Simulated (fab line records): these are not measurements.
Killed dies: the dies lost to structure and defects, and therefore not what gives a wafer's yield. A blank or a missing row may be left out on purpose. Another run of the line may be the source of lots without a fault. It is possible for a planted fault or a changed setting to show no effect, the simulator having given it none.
Matching of chambers + flow n5Finfet + N5_BEOL_M8_DESCUM_16 on rieDiel-05: 4 sister chambers
The step chemistry O2, time 7.9 s. 4 wafers are shown with their chamber, then 8 later ones without.

== EACH WAFER AND ITS CHAMBER ==
| wafer  | chamber | drypumpMotorCurrentA (A) |
|--------|---------|--------------------------|
| L083.1 | 1       | 6.5                      |
| L083.3 | 3       | 6.3                      |
| L088.3 | 2       | 5.6                      |
| L091.1 | 0       | 5.6                      |

== WAFERS MISSING THEIR CHAMBER ==
| wafer  | drypumpMotorCurrentA (A) |
|--------|--------------------------|
| L091.5 | 5.6                      |
| L091.6 | 5.6                      |
| L093.2 | 6.5                      |
| L093.4 | 6.2                      |
| L093.5 | 6.5                      |
| L095.1 | 6.2                      |
| L095.4 | 5.6                      |
| L095.5 | 5.6                      |

== CHAMBER TAKEN BY EACH ==
| wafer  | from the rows above     | in truth |
|--------|-------------------------|----------|
| L091.5 | can't be placed: 0 or 2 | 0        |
| L091.6 | can't be placed: 0 or 2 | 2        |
| L093.2 | 1                       | 1        |
| L093.4 | 3                       | 3        |
| L093.5 | 1                       | 1        |
| L095.1 | 3                       | 3        |
| L095.4 | can't be placed: 0 or 2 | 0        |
| L095.5 | can't be placed: 0 or 2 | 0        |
Correctly placed: 4 of 8. Unplaceable from these rows: 4, with the true chamber sitting among the candidates in 4. Wrongly placed: 0.
How it was worked out, from the rows above alone: a wafer's distance from a chamber is the root of the sum, over the readings, of the square of ((its reading less the chamber's mean) divided by the reading's scatter). The wafer belongs to the nearest chamber; if the next one is less than 2 further off, it can't be placed. A chamber's mean is the mean of its shown wafers. The scatter (one wafer shown for each chamber): square how far every hidden wafer sits from the nearest shown wafer, average those squares and take the square root.
